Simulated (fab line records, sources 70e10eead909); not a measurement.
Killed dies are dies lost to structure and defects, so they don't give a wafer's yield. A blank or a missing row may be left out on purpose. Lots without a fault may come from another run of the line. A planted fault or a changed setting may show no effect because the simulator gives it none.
Which tool did it? | flow nand_harc | 12 lots, 36 wafers sampled, at 6 steps of a route of 1302

WHAT THE GAUGES READ, wafer by wafer
NHARC_A_CONTACT_INSPECT_23.
lot  | measured     | on                | raw_defect_count
L706 | day 23 09:40 | defect_inspect-01 | 453 435 412
L708 | day 23 16:45 | defect_inspect-02 | 511 681 654
L705 | day 23 17:38 | defect_inspect-02 | 476 527 523
L709 | day 23 23:13 | defect_inspect-02 | 688 677 784
L710 | day 24 21:17 | defect_inspect-01 | 889 644 663
L712 | day 25 20:04 | defect_inspect-01 | 365 392 382
L711 | day 25 21:55 | defect_inspect-02 | 660 448 491
L715 | day 27 07:37 | defect_inspect-01 | 387 434 340
L714 | day 27 11:01 | defect_inspect-02 | 804 573 833
L716 | day 27 17:56 | defect_inspect-01 | 810 769 519
L720 | day 29 17:16 | defect_inspect-01 | 427 452 369
L727 | day 32 03:25 | defect_inspect-02 | 701 640 721

NHARC_END_SORT_01.
lot  | measured     | on        | killed_at_array | killed_at_other | killed_at_periphery | killed_dies | killed_open | killed_short
L715 | day 29 11:30 | prober-01 | 40 38 44        | 1 5 1           | 10 12 11            | 51 55 56    | 4 6 5       | 2 4 0
L720 | day 31 17:19 | prober-01 | 46 40 37        | 0 0 1           | 8 5 5               | 54 45 43    | 4 4 1       | 5 0 2

WHICH TOOL RAN EACH LOT (tool, then ch and the chambers of the sampled wafers, then the start)
lot  | NHARC_A_CONTACT_ETCH_136             | NHARC_A_CONTACT_ETCH_137             | NHARC_A_CONTACT_CVD_19        | NHARC_A_CONTACT_CMP_20
L706 | har_cap_etch-01 ch 0,1, day 23 05:29 | har_cap_etch-01 ch 0,1, day 23 05:45 | cvd_w-02 ch 0,1, day 23 08:21 | cmp-03 ch 1,2,3, day 23 09:16
L708 | har_cap_etch-01 ch 0,1, day 23 12:39 | har_cap_etch-01 ch 0,1, day 23 12:55 | cvd_w-01 ch 0,1, day 23 15:35 | cmp-02 ch 0,2, day 23 16:22
L705 | har_cap_etch-03 ch 0,1, day 23 13:38 | har_cap_etch-03 ch 0,1, day 23 13:54 | cvd_w-02 ch 0,1, day 23 16:29 | cmp-03 ch 0,1,2, day 23 17:17
L709 | har_cap_etch-02 ch 0, day 23 19:11   | har_cap_etch-02 ch 0, day 23 19:27   | cvd_w-02 ch 0,1, day 23 21:55 | cmp-04 ch 0,2,3, day 23 22:48
L710 | har_cap_etch-02 ch 0,1, day 24 17:08 | har_cap_etch-02 ch 0,1, day 24 17:25 | cvd_w-01 ch 0,1, day 24 19:59 | cmp-03 ch 0,1,2, day 24 20:55
L712 | har_cap_etch-03 ch 0,1, day 25 16:02 | har_cap_etch-03 ch 0,1, day 25 16:19 | cvd_w-01 ch 0,1, day 25 18:46 | cmp-04 ch 0,1,2, day 25 19:40
L711 | har_cap_etch-02 ch 0,1, day 25 17:53 | har_cap_etch-02 ch 0,1, day 25 18:10 | cvd_w-01 ch 1, day 25 20:45   | cmp-04 ch 0,2,3, day 25 21:34
L715 | har_cap_etch-01 ch 0,1, day 27 02:25 | har_cap_etch-01 ch 0,1, day 27 02:47 | cvd_w-01 ch 0,1, day 27 05:27 | cmp-03 ch 1,2,3, day 27 07:17
L714 | har_cap_etch-01 ch 0,1, day 27 06:37 | har_cap_etch-01 ch 0,1, day 27 06:53 | cvd_w-01 ch 1, day 27 09:43   | cmp-04 ch 1,2,3, day 27 10:38
L716 | har_cap_etch-01 ch 0,1, day 27 13:53 | har_cap_etch-01 ch 0,1, day 27 14:10 | cvd_w-01 ch 0,1, day 27 16:53 | cmp-04 ch 0,3, day 27 17:32
L720 | har_cap_etch-01 ch 0,1, day 29 12:10 | har_cap_etch-01 ch 0,1, day 29 12:26 | cvd_w-02 ch 0,1, day 29 15:00 | cmp-02 ch 0,2,3, day 29 16:52
L727 | har_cap_etch-03 ch 0,1, day 31 23:19 | har_cap_etch-03 ch 0,1, day 31 23:35 | cvd_w-02 ch 0,1, day 32 02:22 | cmp-03 ch 0,1,2, day 32 03:04
- NHARC_A_CONTACT_ETCH_136: etches the open film in C4F8/O2/Ar, time 311 s, target depth 1912 nm.
- NHARC_A_CONTACT_ETCH_137: etches the open film in C4F8/O2/Ar, time 311 s, target depth 1912 nm.
- NHARC_A_CONTACT_CVD_19: deposits W, target thk 300 nm, time 802 s.
- NHARC_A_CONTACT_CMP_20: polishes, t overpolish 30 s, target thk 300 nm.

WHAT THE TOOLS THEMSELVES READ (means of the sampled wafers that have a number; where no wafer has one, the mark that the record gives instead)
NHARC_A_CONTACT_CVD_19.
lot  | tool     | heater_power_w (W) | throttle_valve_pct (%)
L706 | cvd_w-02 | 527                | 8.4
L708 | cvd_w-01 | 440                | 8.1
L705 | cvd_w-02 | 482                | 8.6
L709 | cvd_w-02 | 530                | 8.2
L710 | cvd_w-01 | 452                | 8.1
L712 | cvd_w-01 | 434                | 8.1
L711 | cvd_w-01 | 399                | 7.6
L715 | cvd_w-01 | 450                | 8.1
L714 | cvd_w-01 | 405                | 7.7
L716 | cvd_w-01 | 427                | 7.9
L720 | cvd_w-02 | 505                | 8.4
L727 | cvd_w-02 | 498                | 8.5

NHARC_A_CONTACT_CMP_20.
lot  | tool   | motor_current_A (A) | overpolish_run_s (s) | retaining_ring_pressure_frac | time_to_endpoint_s (s)
L706 | cmp-03 | 11.5                | 29.995               | 0.995                        | 63
L708 | cmp-02 | 11.0                | 30.003               | 0.990                        | 60
L705 | cmp-03 | 12.2                | 30.003               | 1.003                        | 65
L709 | cmp-04 | 13.6                | 29.992               | 1.000                        | 59
L710 | cmp-03 | 12.1                | 30.005               | 1.002                        | 62
L712 | cmp-04 | 14.1                | 29.996               | 1.004                        | 62
L711 | cmp-04 | 14.1                | 29.991               | 1.003                        | 60
L715 | cmp-03 | 11.7                | 29.998               | 0.999                        | 120
L714 | cmp-04 | 13.4                | 30.001               | 0.997                        | 60
L716 | cmp-04 | 14.0                | 30.003               | 1.001                        | 63
L720 | cmp-02 | 11.7                | 30.001               | 1.002                        | 120
L727 | cmp-03 | 12.1                | 29.995               | 0.998                        | 62

THE ANSWER, worked out from the rows above alone
Rule: what is usual is taken from the lots themselves. Put in order of their means at a reading, lots are off if they are a third of the lots or fewer, leave a main group of 4 or more, and stand apart from it by a gap of 3 or more times the standard deviation of the main group's means; of several such gaps the widest counts. A main group whose means are all the same, to the digits that the tables above print for the reading, isn't used. A lot without any number at a reading at which 4 lots or more have one is off too. The other lots that the step has rows for count as sound. The gauges are gone through in route order, then the tools' own readings, and for those a lot's mean is taken as printed above. The first step at which some lot is off is used, and at that step the reading that is off furthest; a lot without a number counts as furthest.
Off: L715, L720, at NHARC_A_CONTACT_CMP_20 (time_to_endpoint_s). The main group: mean 62 s, standard deviation 1.7.
A tool fits if, at that step or a process step before it, it ran every lot that is off, and no sound lot after the first of them. None of those tried fits.

WHAT THE SIMULATOR HAD PUT IN
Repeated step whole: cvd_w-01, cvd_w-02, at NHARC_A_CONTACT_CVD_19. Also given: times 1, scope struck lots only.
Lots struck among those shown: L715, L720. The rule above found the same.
